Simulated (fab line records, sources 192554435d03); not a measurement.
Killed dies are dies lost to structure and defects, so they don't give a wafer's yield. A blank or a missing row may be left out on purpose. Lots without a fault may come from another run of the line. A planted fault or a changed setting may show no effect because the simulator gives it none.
One fault seen from 3 desks | flow n5_finfet | each desk has only its own numbers; what lay behind them comes last

THE TOOL OWNER'S DESK: ald_sin-04
The tool's own readings at N5_BEOL_M2_ALD_98 (deposits SiO2, target thk 2.5 nm, pulse time 1 s, co reactant pulse time 1 s): means of the sampled wafers that have a number, for each lot that ran on this tool. A lot is out of limits, marked OUT, if its mean lies more than 4 standard deviations from the usual mean; the brackets give that distance.
Columns: A = heater_power_w at N5_BEOL_M2_ALD_98, usual 77 W; B = precursor_pulse_height_rel at N5_BEOL_M2_ALD_98, usual 1.000
lot  | first seen here | A  | B
L699 | day 7 21:32     | 74 | 1.013
L708 | day 9 23:21     | 73 | 1.008
This desk's finding: nothing out of limits on any of the 2 lots.

THE DEFECT DESK
What the inspections along the route counted, lot by lot: means of the sampled wafers that have a number. A lot is out of limits, marked OUT, if its mean lies more than 4 standard deviations from the usual mean; the brackets give that distance.
Columns: A = raw_defect_count at N5_BEOL_M2_INSPECT_30, usual 419
lot  | first seen here | A
L699 | day 7 21:17     | 488
L708 | day 9 23:11     | 407
L716 | day 11 04:09    | 478
L719 | day 12 10:29    | 493
L721 | day 12 17:16    | 396
This desk's finding: nothing out of limits on any of the 5 lots.

THE METROLOGY DESK
What the gauges read, lot by lot, whatever tool the lot ran on: means of the sampled wafers that have a number. A lot is out of limits, marked OUT, if its mean lies more than 4 standard deviations from the usual mean; the brackets give that distance. Of its 12 readings 7 are shown: those that lie furthest out on some lot.
Columns: A = cd_nm at N5_BEOL_M2_CD_MEAS_28, usual 26.20 nm; B = DIBL_N at N5_BEOL_M4_RC_MEAS_101, usual 36.0 mV/V; C = DIBL_P at N5_BEOL_M4_RC_MEAS_101, usual 36.2 mV/V; D = ION_N at N5_BEOL_M4_RC_MEAS_101, usual 679 uA/um; E = SS_N at N5_BEOL_M4_RC_MEAS_101, usual 71.4 mV/dec; F = SS_P at N5_BEOL_M4_RC_MEAS_101, usual 73.3 mV/dec; G = VT_P at N5_BEOL_M4_RC_MEAS_101, usual -251 mV
lot  | first seen here | A     | B    | C    | D   | E    | F    | G
L699 | day 7 21:11     | 26.14 | 34.3 | 34.0 | 676 | 70.8 | 72.5 | -252
L708 | day 9 23:05     | 26.17 | 36.0 | 36.2 | 675 | 71.0 | 73.2 | -248
L716 | day 11 04:04    | 26.61 | 35.8 | 36.4 | 679 | 71.2 | 73.1 | -250
L719 | day 12 10:23    | 25.97 | 37.4 | 36.2 | 692 | 71.3 | 73.6 | -249
L721 | day 12 17:11    | 26.30 | 36.3 | 36.5 | 682 | 71.8 | 73.6 | -253
This desk's finding: nothing out of limits on any of the 5 lots.

PUT TOGETHER
The tool owner's desk saw nothing out of limits.
The defect desk saw nothing out of limits.
The metrology desk saw nothing out of limits.

WHAT THE SIMULATOR HAD PUT IN
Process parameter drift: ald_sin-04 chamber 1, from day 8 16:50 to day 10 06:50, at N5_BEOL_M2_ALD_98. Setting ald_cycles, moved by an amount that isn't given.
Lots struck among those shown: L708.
